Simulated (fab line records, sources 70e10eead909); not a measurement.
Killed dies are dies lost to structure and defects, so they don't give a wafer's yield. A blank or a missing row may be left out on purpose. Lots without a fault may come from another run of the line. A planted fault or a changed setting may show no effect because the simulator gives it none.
Which tool did it? | flow nand_harc | 13 lots, 39 wafers sampled, at 5 steps of a route of 1302

WHAT THE GAUGES READ, wafer by wafer
NHARC_END_SORT_01. Usual: defect_limited_yield 91.0 %, standard deviation 2.6; killed_at_array 57, standard deviation 17; killed_at_other 0.5, standard deviation 0.82; killed_at_periphery 4.0, standard deviation 2.8; killed_dies 61, standard deviation 18; killed_open 2.9, standard deviation 2; killed_short 2.3, standard deviation 1.7.
lot  | measured     | on        | defect_limited_yield (%) | killed_at_array | killed_at_other | killed_at_periphery | killed_dies | killed_open | killed_short | flag
L753 | day 27 14:05 | prober-02 | 91.9 91.3 92.8           | 52 57 46        | 1 0 0           | 2 2 3               | 55 59 49    | 6 4 4       | 1 0 1        |
L755 | day 28 11:33 | prober-01 | 93.5 90.0 91.6           | 39 62 55        | 1 0 0           | 4 6 2               | 44 68 57    | 4 2 2       | 1 3 2        |
L757 | day 30 00:00 | prober-02 | 92.0 92.6 92.6           | 43 44 42        | 0 0 1           | 11 6 7              | 54 50 50    | 3 0 5       | 3 2 1        |
L758 | day 29 14:08 | prober-02 | 86.4 87.7 89.7           | 88 78 68        | 0 2 0           | 4 3 2               | 92 83 70    | 3 1 3       | 4 3 3        |
L763 | day 30 21:55 | prober-02 | 87.6 86.0 84.9           | 75 87 98        | 0 0 0           | 9 8 4               | 84 95 102   | 5 1 0       | 1 1 0        |
L764 | day 31 23:53 | prober-01 | 91.3 91.7 90.3           | 53 51 58        | 0 0 0           | 6 5 8               | 59 56 66    | 4 3 4       | 4 2 4        |
L768 | day 34 00:55 | prober-02 | 81.7 75.9 86.1           | 74 56 54        | 1 0 1           | 49 107 39           | 124 163 94  | 5 3 2       | 6 1 3        | OFF
L769 | day 34 12:46 | prober-01 | 80.6 86.7 81.5           | 31 39 21        | 0 2 2           | 100 49 102          | 131 90 125  | 4 4 0       | 0 5 1        | OFF

WHICH TOOL RAN EACH LOT (tool, then ch and the chambers of the sampled wafers, then the start)
lot  | NHARC_P_BONDPAD_ETCH_24            | NHARC_THIN_TSV_DEGAS_49      | NHARC_THIN_TSV_PRE_CLEAN_50             | NHARC_THIN_TSV_PRE_CLEAN_54
L746 | rie_diel-11 ch 0,2,3, day 7 00:55  | pvd_sputter-02, day 24 13:50 | pvd_sputter-02, day 24 15:55 or earlier | pvd_sputter-03, day 24 15:55
L747 | rie_diel-11 ch 1,2,3, day 7 01:31  | pvd_sputter-02, day 24 12:34 | pvd_sputter-02, day 24 14:38 or earlier | pvd_sputter-03, day 24 14:38
L748 | rie_diel-09 ch 1,2,3, day 7 10:55  | pvd_sputter-01, day 24 22:17 | pvd_sputter-01, day 25 00:22 or earlier | pvd_sputter-03, day 25 00:22
L750 | rie_diel-11 ch 0,1,3, day 8 13:46  | pvd_sputter-01, day 25 18:49 | pvd_sputter-01, day 25 20:53 or earlier | pvd_sputter-03, day 25 20:53
L753 | rie_diel-09 ch 0,1,3, day 9 18:37  | pvd_sputter-01, day 27 00:34 | pvd_sputter-01, day 27 02:36 or earlier | pvd_sputter-01, day 27 02:36
L755 | rie_diel-11 ch 1,2, day 10 08:10   | pvd_sputter-03, day 27 18:21 | pvd_sputter-03, day 27 20:25 or earlier | pvd_sputter-03, day 27 20:25
L757 | rie_diel-11 ch 1,2,3, day 11 09:14 | pvd_sputter-02, day 29 07:51 | pvd_sputter-02, day 29 09:54 or earlier | pvd_sputter-03, day 29 09:54
L758 | rie_diel-11 ch 1,2, day 11 14:19   | pvd_sputter-01, day 29 02:36 | pvd_sputter-01, day 29 04:38 or earlier | pvd_sputter-02, day 29 04:38
L763 | rie_diel-02 ch 0,1,3, day 13 18:10 | pvd_sputter-03, day 30 02:00 | pvd_sputter-03, day 30 04:03 or earlier | pvd_sputter-01, day 30 04:03
L764 | rie_diel-02 ch 1,2,3, day 14 09:32 | pvd_sputter-01, day 31 13:10 | pvd_sputter-01, day 31 15:14 or earlier | pvd_sputter-03, day 31 15:14
L768 | rie_diel-11 ch 1,3, day 15 12:34   | pvd_sputter-03, day 33 10:52 | pvd_sputter-03, day 33 12:54 or earlier | pvd_sputter-02, day 33 12:54
L767 | rie_diel-09 ch 0,1,2, day 15 13:47 | pvd_sputter-03, day 33 20:05 | pvd_sputter-03, day 33 22:16 or earlier | pvd_sputter-02, day 33 22:16
L769 | rie_diel-11 ch 0,3, day 16 01:29   | pvd_sputter-02, day 33 18:40 | pvd_sputter-02, day 33 20:43 or earlier | pvd_sputter-02, day 33 20:43
- NHARC_P_BONDPAD_ETCH_24: etches the open film in CF4/N2, target depth 30 nm, time 72.99 s.
- NHARC_THIN_TSV_DEGAS_49: time 120 s.
- NHARC_THIN_TSV_PRE_CLEAN_50: time 30 s.
- NHARC_THIN_TSV_PRE_CLEAN_54: time 30 s.

WHAT THE TOOLS THEMSELVES READ (means of the sampled wafers that have a number; where no wafer has one, the mark that the record gives instead)
NHARC_P_BONDPAD_ETCH_24. Usual: drypump_motor_current_A 5.8 A, standard deviation 0.5; oes_product_au 0.999 a.u., standard deviation 0.0098; rf_vpp_V 313.9 V, standard deviation 2; showerhead_plenum_p_Torr 2.61 Torr, standard deviation 0.11; throttle_valve_pct 19.794 %, standard deviation 0.0093.
lot  | tool        | drypump_motor_current_A (A) | oes_product_au (a.u.) | rf_vpp_V (V) | showerhead_plenum_p_Torr (Torr) | throttle_valve_pct (%) | flag
L746 | rie_diel-11 | 5.6                         | 0.996                 | 313.7        | 2.60                            | 19.799                 |
L747 | rie_diel-11 | 5.3                         | 0.992                 | 314.4        | 2.60                            | 19.798                 |
L748 | rie_diel-09 | 6.0                         | 1.008                 | 314.6        | 2.64                            | 19.792                 |
L750 | rie_diel-11 | 5.4                         | 0.991                 | 315.4        | 2.69                            | 19.792                 |
L753 | rie_diel-09 | 6.0                         | 1.008                 | 315.0        | 2.61                            | 19.794                 |
L755 | rie_diel-11 | 5.0                         | 0.992                 | 315.0        | 2.70                            | 19.802                 |
L757 | rie_diel-11 | 5.3                         | 0.993                 | 313.8        | 2.60                            | 19.788                 |
L758 | rie_diel-11 | 5.0                         | 0.993                 | 315.6        | 2.70                            | 19.790                 |
L763 | rie_diel-02 | 5.6                         | 0.989                 | 312.6        | 2.54                            | 19.787                 |
L764 | rie_diel-02 | 5.8                         | 0.993                 | 312.9        | 2.52                            | 19.798                 |
L768 | rie_diel-11 | 5.5                         | 1.002                 | 313.4        | 2.58                            | 19.803                 |
L767 | rie_diel-09 | 6.3                         | 1.009                 | 313.6        | 2.62                            | 19.792                 |
L769 | rie_diel-11 | 5.7                         | 0.997                 | 314.9        | 2.68                            | 19.790                 |

NHARC_THIN_TSV_DEGAS_49. Usual: heater_power_w 459 W, standard deviation 35.
lot  | tool           | heater_power_w (W) | flag
L746 | pvd_sputter-02 | 447                |
L747 | pvd_sputter-02 | 456                |
L748 | pvd_sputter-01 | 449                |
L750 | pvd_sputter-01 | 425                |
L753 | pvd_sputter-01 | 464                |
L755 | pvd_sputter-03 | 480                |
L757 | pvd_sputter-02 | 454                |
L758 | pvd_sputter-01 | 460                |
L763 | pvd_sputter-03 | 462                |
L764 | pvd_sputter-01 | 456                |
L768 | pvd_sputter-03 | 488                |
L767 | pvd_sputter-03 | 526                |
L769 | pvd_sputter-02 | 443                |

NHARC_THIN_TSV_PRE_CLEAN_50. Usual: heater_power_w 406 W, standard deviation 30.
lot  | tool           | heater_power_w (W) | flag
L746 | pvd_sputter-02 | 402                |
L747 | pvd_sputter-02 | 400                |
L748 | pvd_sputter-01 | 414                |
L750 | pvd_sputter-01 | 408                |
L753 | pvd_sputter-01 | 390                |
L755 | pvd_sputter-03 | 440                |
L757 | pvd_sputter-02 | 397                |
L758 | pvd_sputter-01 | 416                |
L763 | pvd_sputter-03 | 425                |
L764 | pvd_sputter-01 | 385                |
L768 | pvd_sputter-03 | 429                |
L767 | pvd_sputter-03 | 396                |
L769 | pvd_sputter-02 | 399                |

NHARC_THIN_TSV_PRE_CLEAN_54. Usual: heater_power_w 412 W, standard deviation 39.
lot  | tool           | heater_power_w (W) | flag
L746 | pvd_sputter-03 | 412                |
L747 | pvd_sputter-03 | 447                |
L748 | pvd_sputter-03 | 451                |
L750 | pvd_sputter-03 | 390                |
L753 | pvd_sputter-01 | 403                |
L755 | pvd_sputter-03 | 464                |
L757 | pvd_sputter-03 | 444                |
L758 | pvd_sputter-02 | 409                |
L763 | pvd_sputter-01 | 403                |
L764 | pvd_sputter-03 | 422                |
L768 | pvd_sputter-02 | 406                |
L767 | pvd_sputter-02 | 396                |
L769 | pvd_sputter-02 | 402                |

THE ANSWER, worked out from the rows above alone
Rule: a lot is off if the mean of its wafers that have a number lies more than 3 standard deviations from the usual mean. A lot without any number at a reading at which 4 lots or more have one is off too. The other lots that the step has rows for count as sound. The gauges are gone through in route order, then the tools' own readings, and for those a lot's mean is taken as printed above. The first step at which some lot is off is used, and at that step the reading that is off furthest; a lot without a number counts as furthest.
Off: L768, L769, at NHARC_END_SORT_01 (killed_at_periphery). Neither off nor sound, because the step has no rows for them: L746, L747, L748, L750, L767.
A tool fits if, at a process step before that reading, it ran every lot that is off, and no sound lot after the first of them. The gauges at NHARC_END_SORT_01 are tried like those tools. NHARC_THIN_TSV_PRE_CLEAN_50 gives no start for some lots, so the hours and the order of its lots are those of NHARC_THIN_TSV_PRE_CLEAN_54. Can't be told from this: 2 tools fit, rie_diel-11 at NHARC_P_BONDPAD_ETCH_24, pvd_sputter-02 at NHARC_THIN_TSV_PRE_CLEAN_54.

WHAT THE SIMULATOR HAD PUT IN
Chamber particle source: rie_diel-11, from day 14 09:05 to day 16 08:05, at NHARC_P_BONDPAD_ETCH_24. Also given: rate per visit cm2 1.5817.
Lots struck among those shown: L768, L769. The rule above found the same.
